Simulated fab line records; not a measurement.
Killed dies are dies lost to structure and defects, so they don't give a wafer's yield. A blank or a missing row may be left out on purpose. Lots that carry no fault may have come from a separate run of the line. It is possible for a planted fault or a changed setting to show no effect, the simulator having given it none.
Chamber matching	flow n5 finfet	N5_BEOL_M7_ETCH_61 on rie diel-02 has 4 sister chambers
The step etches SiARC in CF4, target depth 45.5 nm, time 75.8 s. 4 wafers are shown with their chamber, then 9 later ones without.

WAFERS, EACH WITH ITS CHAMBER
wafer	chamber	showerhead plenum p Torr (Torr)
L088.5	1	2.11
L088.6	2	2.25
L092.1	0	2.11
L092.6	3	2.08

WAFERS WITHOUT THEIR CHAMBER
wafer	showerhead plenum p Torr (Torr)
L091.1	2.11
L091.2	2.25
L091.3	2.11
L095.3	2.25
L095.5	2.08
L095.6	2.25
L096.1	2.10
L096.2	2.11
L096.4	2.11

WHICH CHAMBER EACH ONE RAN IN
wafer	from the rows above	in truth
L091.1	can't be placed: 0 or 1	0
L091.2	2	2
L091.3	can't be placed: 0 or 1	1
L095.3	2	2
L095.5	3	3
L095.6	2	2
L096.1	can't be placed: 0 or 1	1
L096.2	can't be placed: 0 or 1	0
L096.4	can't be placed: 0 or 1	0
Correct placement for 4 of the 9. From these rows, 5 cannot be placed; in 5 the true chamber is one of the candidates. Number placed wrongly: 0.
How it was worked out, from the rows above alone: a wafer's distance from a chamber is the root of the sum, over the readings, of the square of ((its reading less the chamber's mean) divided by the reading's scatter). The wafer belongs to the nearest chamber; if the next one is less than 2 further off, it can't be placed. The mean given for a chamber averages the wafers shown for that chamber. The scatter: root of mean squared gap, hidden wafer to nearest shown wafer, with one shown wafer a chamber.
